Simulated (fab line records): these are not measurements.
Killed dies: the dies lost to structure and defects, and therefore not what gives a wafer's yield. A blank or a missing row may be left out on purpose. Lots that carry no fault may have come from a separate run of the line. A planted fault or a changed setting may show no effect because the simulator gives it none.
Struck lot and sound lot, side by side / flow nandHarc / 24 steps out of a route of 1159
Sound: wafers L965.1, L965.4, L965.5. Wafers struck: L978.4, L978.5, L978.6. The cause is given at the end.
For every step that has rows: the tool of each side, followed by ch and its chambers, followed by its first start. Under that, the readings that differ: sound wafers / struck wafers / difference of the means / sigmas: that difference in standard deviations of wafers without a fault.
alike: readings with means less than 2 such deviations apart, plus words and numbers identical on both sides. not compared: withheld readings, readings lacking a value on some wafer, bounds such as >300 that could conceal the same value, and numbers that have no deviation in the record and whose values overlap.
The two part at a step that has a row with sigmas, a row that says differs or no value, or rows on one side only. Non-overlapping numbers with no deviation appear without sigmas and do not part them. A reading that every wafer of one side lacks parts them only if that side has two wafers or more.

NHARC_P_M1_INSPECT_27:
  sound: defectInspect-01 at day 8 15:57; struck: defectInspect-01 at day 11 12:32
  alike: rawDefectCount
NHARC_P_M1_PRE_CLEAN_32: time 12 s.
  sound on pecvd-03 ch 1,2, day 8 16:01; struck on pecvd-02 ch 0,1,2, day 11 12:39
  alike: heaterPowerW
NHARC_P_M1_DEP_33: deposits SiCN, target thk 30 nm.
  sound on pecvd-03 ch 1,2, day 8 16:06; struck on pecvd-02 ch 0,1,2, day 11 12:49
  alike: heaterPowerW
then, 8 steps without rows for these wafers: NHARC_P_M2_DEP_00 (deposits SiOC, target thk 182.5 nm); NHARC_P_M2_DEHYDRATE_01 (time 120 s); NHARC_P_M2_HMDS_02 (time 30 s); NHARC_P_M2_COAT_34 (time 65 s); NHARC_P_M2_COAT_03 (resist thk 90 nm); NHARC_P_M2_SOFTBAKE_04 (time 55 s); NHARC_P_M2_EBR_05; NHARC_P_M2_EXPOSE_06 (exposes mask P M2, target cd 170 nm).
NHARC_P_M2_PEB_07: peb time 65 s.
  sound on lithoTrack-04 ch 0, day 8 17:16; struck on lithoTrack-06 ch 0, day 11 13:52
reading=heaterPowerTotalW (W); sound=156.4 157.2 156.1; struck=170.3 170.2 170.0; difference=+13.6; sigmas=+32
reading=plateTempC (C); sound=100.15 100.07 100.06; struck=106.01 106.26 105.94; difference=+5.98; sigmas=+43
then, 1 step without rows for these wafers: NHARC_P_M2_DEVELOP_08 (develop time 35 s).
NHARC_P_M2_CD_MEAS_09 targets a cd of 170 nm.
  sound on cdSem-03 ch 0, day 8 17:21; struck on cdSem-02 ch 0, day 11 13:57
reading=cdNm (nm); sound=169.7 169.4 169.7; struck=185.6 185.4 185.1; difference=+15.8; sigmas=+32
NHARC_P_M2_OVL_MEAS_10: pitch 340 nm.
  sound: overlay-01 at day 8 17:26; struck: overlay-01 at day 11 14:02
  alike: overlayXNm, overlayYNm
NHARC_P_M2_INSPECT_11:
  sound: defectInspect-02 at day 8 17:28; struck: defectInspect-01 at day 11 14:04
  alike: rawDefectCount
NHARC_P_M2_DESCUM_14: chemistry O2, time 3 s.
  sound on rieDiel-03 ch 0,2,3, day 8 17:32; struck on rieDiel-03 ch 0,3, day 11 14:08
reading=model.P_M2.cdNm (nm); sound=170.2 169 169.2; struck=185.4 184.9 185.2; difference=+15.7; sigmas=
  alike: drypumpMotorCurrentA, oesProductAu, rfVppV, showerheadPlenumPTorr, throttleValvePct
  not compared: rfHoursCounterH
NHARC_P_M2_ETCH_35: etches the open film in N2/H2, target depth 40 nm, overetch 12 nm, time 43.94 s.
  sound on rieDiel-03 ch 1,3, day 8 17:37; struck on rieDiel-03 ch 0,1,2, day 11 14:14
reading=biasW (W); sound=150.1 149.3 150.0; struck=150.6 150.6 150.9; difference=+0.9; sigmas=+2
  alike: drypumpMotorCurrentA, oesProductAu, rfVppV, showerheadPlenumPTorr, throttleValvePct
  not compared: rfHoursCounterH
NHARC_P_M2_ETCH_15: etches the open film in C4F8/Ar, target depth 182.5 nm, time 91.2 s.
  sound: rieDiel-03 ch 2,3; struck: rieDiel-03 ch 0,1,2
  alike: biasW, oesProductAu, rfVppV
  not compared: rfHoursCounterH
NHARC_P_M2_CD_MEAS_16:
  sound: cdSem-02 at day 8 17:50; struck: cdSem-03 at day 11 14:26
reading=cdNm (nm); sound=170.6 168.6 169.4; struck=184.9 184.6 184.8; difference=+15.2; sigmas=+24
NHARC_P_M2_STRIP_18: strips in N2/H2.
  sound on rieDiel-07 ch 0,1, day 8 17:55; struck on rieDiel-03 ch 2,3, day 11 14:30
reading=showerheadPlenumPTorr (Torr); sound=1.96 1.94 1.94; struck=2.17 2.17 2.05; difference=+0.18; sigmas=+2
  alike: drypumpMotorCurrentA, oesProductAu, powerW, rfVppV, throttleValvePct
  not compared: rfHoursCounterH
NHARC_P_M2_ETCH_28: etches the open film in CF4/N2, target depth 30 nm, time 72.99 s.
  sound: rieDiel-07 ch 2,3; struck: rieDiel-03 ch 0,1
reading=model.P_M2.cdNm (nm); sound=170.9 169 169.2; struck=185.2 184.7 184.9; difference=+15.2; sigmas=
  alike: biasW, drypumpMotorCurrentA, oesProductAu, rfVppV, showerheadPlenumPTorr, throttleValvePct
  not compared: rfHoursCounterH
then, 1 step without rows for these wafers: NHARC_P_M2_STRIP_19 (strips in post etch residue remover, time 600 s).
NHARC_END_SORT_01:
  the record has rows for the sound wafers here (prober-02 ch 0, day 22 04:31) and none for the struck ones

## WHERE THEY PART
At NHARC_P_M2_PEB_07 first; at NHARC_END_SORT_01 last (within this record only).

WHY: the cause the simulator had injected
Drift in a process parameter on lithoTrack-06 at NHARC_P_M2_PEB_07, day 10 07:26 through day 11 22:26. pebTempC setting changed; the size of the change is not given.
